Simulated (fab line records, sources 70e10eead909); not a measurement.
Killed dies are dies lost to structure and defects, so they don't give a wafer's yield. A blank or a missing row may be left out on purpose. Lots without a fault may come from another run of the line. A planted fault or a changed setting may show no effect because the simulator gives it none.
Chamber matching | flow nand_harc | NHARC_A_STAIRCASE_ETCH_253 on rie_diel-11: 4 sister chambers
The step etches the open film in C4F8/O2, target depth 50 nm, time 20.2 s. 4 wafers are shown with their chamber, then 12 later ones without.

WAFERS WITH THEIR CHAMBER
wafer  | chamber | rf_vpp_V (V)
L083.4 | 2       | 904
L085.4 | 3       | 901
L085.5 | 0       | 905
L085.6 | 1       | 888

WAFERS WITHOUT THEIR CHAMBER
wafer  | rf_vpp_V (V)
L086.2 | 906
L086.4 | 904
L086.6 | 891
L088.1 | 904
L088.5 | 906
L088.6 | 899
L092.3 | 905
L092.4 | 903
L092.5 | 890
L093.2 | 905
L093.3 | 898
L093.5 | 904

WHICH CHAMBER EACH WENT THROUGH
wafer  | from the rows above          | in truth
L086.2 | can't be placed: 0 or 2      | 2
L086.4 | can't be placed: 2 or 0 or 3 | 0
L086.6 | 1                            | 1
L088.1 | can't be placed: 2 or 0 or 3 | 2
L088.5 | can't be placed: 0 or 2      | 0
L088.6 | can't be placed: 3 or 2      | 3
L092.3 | can't be placed: 0 or 2      | 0
L092.4 | can't be placed: 2 or 0 or 3 | 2
L092.5 | 1                            | 1
L093.2 | can't be placed: 0 or 2      | 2
L093.3 | can't be placed: 3 or 2      | 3
L093.5 | can't be placed: 2 or 0 or 3 | 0
Placed correctly: 2 of 12. Can't be placed from these rows: 10 (the true chamber is among the candidates in 10). Placed wrongly: 0.
How it was worked out, from the rows above alone: a wafer's distance from a chamber is the root of the sum, over the readings, of the square of ((its reading less the chamber's mean) divided by the reading's scatter). The wafer belongs to the nearest chamber; if the next one is less than 2 further off, it can't be placed. A chamber's mean is the mean of its shown wafers. The scatter: with one shown wafer a chamber, the root of the mean of the squares of how far each hidden wafer lies from its nearest shown one.
